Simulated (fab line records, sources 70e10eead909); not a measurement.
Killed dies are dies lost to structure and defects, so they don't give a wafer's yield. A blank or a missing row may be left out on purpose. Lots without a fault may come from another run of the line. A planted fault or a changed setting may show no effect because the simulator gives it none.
Chamber matching | flow nand_harc | NHARC_A_CONTACT_ALD_18 on ald_metal-02: 4 sister chambers
The step deposits TiN, target thk 3 nm, pulse time 1 s, ald cycles 150. 4 wafers are shown with their chamber, then 8 later ones without.

WAFERS WITH THEIR CHAMBER
wafer  | chamber | heater_power_outer_w (W)
L088.3 | 2       | 692
L089.3 | 0       | 636
L089.5 | 1       | 783
L092.1 | 3       | 641

WAFERS WITHOUT THEIR CHAMBER
wafer  | heater_power_outer_w (W)
L092.5 | 647
L092.6 | 692
L094.1 | 655
L094.3 | 803
L094.4 | 644
L096.3 | 786
L096.4 | 680
L096.5 | 772

WHICH CHAMBER EACH WENT THROUGH
wafer  | from the rows above     | in truth
L092.5 | can't be placed: 3 or 0 | 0
L092.6 | 2                       | 2
L094.1 | can't be placed: 3 or 0 | 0
L094.3 | 1                       | 1
L094.4 | can't be placed: 3 or 0 | 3
L096.3 | 1                       | 1
L096.4 | 2                       | 2
L096.5 | 1                       | 1
Placed correctly: 5 of 8. Can't be placed from these rows: 3 (the true chamber is among the candidates in 3). Placed wrongly: 0.
How it was worked out, from the rows above alone: a wafer's distance from a chamber is the root of the sum, over the readings, of the square of ((its reading less the chamber's mean) divided by the reading's scatter). The wafer belongs to the nearest chamber; if the next one is less than 2 further off, it can't be placed. A chamber's mean is the mean of its shown wafers. The scatter: with one shown wafer a chamber, the root of the mean of the squares of how far each hidden wafer lies from its nearest shown one.
